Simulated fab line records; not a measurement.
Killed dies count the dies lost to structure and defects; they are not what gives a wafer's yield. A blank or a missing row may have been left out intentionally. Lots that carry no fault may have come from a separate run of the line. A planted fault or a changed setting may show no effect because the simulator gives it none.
One fault seen from 2 desks -- flow nand_harc -- every desk sees just its own numbers, and what lay behind them comes last

AT THE TOOL OWNER'S DESK: arfi_scanner-01
The tool's own readings at NHARC_A_CONTACT_EXPOSE_05 (exposes mask A CC): means of the sampled wafers that have a number, for each lot that ran on this tool. Marked OUT: a lot whose mean sits more than 4 standard deviations from the usual mean, which makes it out of limits; the brackets give that distance.
Columns: A = exposure_dose_mJ_cm2 at NHARC_A_CONTACT_EXPOSE_05, usual 84.17
lot,first seen here,A
L475,day 22 13:29,84.22
L482,day 24 14:44,84.13
L484,day 26 13:30,84.23
L483,day 26 22:58,86.81 (+33) OUT
L486,day 27 00:32,86.39 (+28) OUT
L488,day 29 20:58,85.84 (+21) OUT
This desk's verdict: out of limits on L483, L486, L488, starting with L483 at day 26 22:58 (exposure_dose_mJ_cm2 at NHARC_A_CONTACT_EXPOSE_05). Within limits: L475, L482, L484.

THE METROLOGY DESK
What the gauges read, lot by lot, whatever tool the lot ran on: means of the sampled wafers that have a number. Marked OUT: a lot whose mean sits more than 4 standard deviations from the usual mean, which makes it out of limits; the brackets give that distance.
Columns: A = cd_nm at NHARC_A_CONTACT_CD_MEAS_08, usual 200.1 nm
lot,first seen here,A
L475,day 22 13:38,200.4
L477,day 22 21:39,200.5
L476,day 23 00:38,200.8
L482,day 24 14:52,200.0
L484,day 26 13:38,200.1
L483,day 26 23:07,202.1 (+4.3) OUT
L486,day 27 00:40,201.0
L487,day 27 16:07,199.8
L488,day 29 21:07,201.3
L497,day 30 19:59,200.1
L496,day 31 04:33,199.8
L498,day 31 17:56,200.2
This desk's verdict: out of limits on L483, starting with L483 at day 26 23:07 (cd_nm at NHARC_A_CONTACT_CD_MEAS_08). Within limits: L475, L477, L476, L482, L484, L486, L487, L488, L497, L496, L498.

PUT TOGETHER
On L483, L486, L488, at day 26 22:58, an alarm was possible from the tool owner's desk.
An alarm was possible from the metrology desk at day 26 23:07, on L483.
The metrology desk has L486, L488 on record, within its limits.
The lots listed all ran NHARC_A_CONTACT_EXPOSE_05 on arfi_scanner-01.

WHAT HAD BEEN PUT IN BY THE SIMULATOR
Process parameters drifting: arfi_scanner-01 at NHARC_A_CONTACT_EXPOSE_05, beginning at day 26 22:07. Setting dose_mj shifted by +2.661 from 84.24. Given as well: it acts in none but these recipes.
Struck lots among those shown: L483, L486, L488.
Hours from the fault's start to each desk's first reading out of limits: the tool owner's desk, 1; the metrology desk, 1.
